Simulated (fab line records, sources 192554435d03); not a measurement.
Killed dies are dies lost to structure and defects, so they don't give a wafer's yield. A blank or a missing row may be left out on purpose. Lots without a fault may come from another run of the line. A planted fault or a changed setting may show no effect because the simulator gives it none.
Split-lot experiment | flow n5_finfet | 7 lots, 21 wafers read, on a route of 1938 steps

THE SPLIT
At N5_BEOL_M3_ETCH_64 (etches SOC in N2/H2, target depth 75 nm, overetch 15 nm, time 112.5 s), the setting bias_w was moved away from the recipe's 150 W on 7 of the 21 wafers read, by -17.4% to +7.5%. The other wafers ran this setting at the recipe's value.

The reading is taken at the split's own step.

THE READING
rf_vpp_V, in V, at N5_BEOL_M3_ETCH_64 (etches SOC in N2/H2, target depth 75 nm, overetch 15 nm, time 112.5 s). Fault-free wafers of this fab line usually give 523.3 V, standard deviation 2.3 V.

wafer  | tool, chamber at the split | bias_w as run, W | against the recipe | rf_vpp_V, V | against lot-mates on the recipe
L079.3 | rie_diel-02, 0             | 137.6            | -8.3%              | 497.0       | -24.1
L079.4 | rie_diel-02, 1             | 137.6            | -8.3%              | 492.9       | -28.2
L079.6 | rie_diel-02, 1             | 150              | recipe             | 521.1       | -
L081.1 | rie_diel-03, 3             | 150              | recipe             | 519.7       | -
L081.2 | rie_diel-03, 0             | 150              | recipe             | 526.7       | -
L081.4 | rie_diel-03, 1             | 150              | recipe             | 521.4       | -
L088.1 | rie_diel-01, 0             | 150              | recipe             | 524.5       | -
L088.3 | rie_diel-01, 3             | 150              | recipe             | 519.7       | -
L088.4 | rie_diel-01, 1             | 123.9            | -17.4%             | 463.6       | -58.5
L091.2 | rie_diel-01, 0             | 150              | recipe             | 522.6       | -
L091.3 | rie_diel-01, 1             | 133.9            | -10.7%             | 484.6       | -38.0
L091.5 | rie_diel-01, 3             | 133.9            | -10.7%             | 483.7       | -38.9
L094.3 | rie_diel-03, 0             | 150              | recipe             | 525.8       | -
L094.4 | rie_diel-03, 2             | 150              | recipe             | 523.0       | -
L094.6 | rie_diel-03, 2             | 137.7            | -8.2%              | 495.4       | -29.0
L095.2 | rie_diel-02, 3             | 150              | recipe             | 523.7       | -
L095.3 | rie_diel-02, 2             | 150              | recipe             | 523.0       | -
L095.6 | rie_diel-02, 2             | 161.2            | +7.5%              | 548.5       | +25.1
L096.3 | rie_diel-03, 3             | 150              | recipe             | 519.8       | -
L096.4 | rie_diel-03, 0             | 150              | recipe             | 526.8       | -
L096.6 | rie_diel-03, 0             | 150              | recipe             | 527.8       | -

THE FIT
A straight line over all 21 wafers: rf_vpp_V changes by +3.48 V for each +1% of bias_w; r = +0.99; the points scatter about the line by 2.5 V.
The same after taking each lot's own level away (the mean of its wafers on the recipe; 21 wafers): +3.41 V for each +1%; r = +0.99; scatter 2.4 V.
On that fit, the largest move of bias_w shifts the reading by 59 V.
The lots' own levels span 521.10 to 524.80 V, that is 1.6 times the standard deviation above.
So the lot-to-lot level changes the slope little: the two slopes agree.
Check: with one of the wafers moved furthest among these (-17.4%) left out of the fit, the line predicts -59.8 V for it against its lot-mates. It came out at -58.5 V against them.
Tool readings at the split's step, against how far the setting was moved: rf_vpp_V r = +0.99.

OTHER SPLITS ON THESE WAFERS
These wafers also went through other splits before the reading. Each is held against what the fit with the lots' levels taken away leaves over:
other split on the same wafers   | wafers away from the commonest value | r with rf_vpp_V (lot level and that fit taken away)
N5_BEOL_M2_DESCUM_33 time_s      | 4                                    | -0.06
N5_BEOL_M2_TRENCH_ETCH_37 time_s | 5                                    | +0.30

THE FILE'S OWN FIT
rf_vpp_V changes by +3.4 V for each +1% of bias_w, r = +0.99.
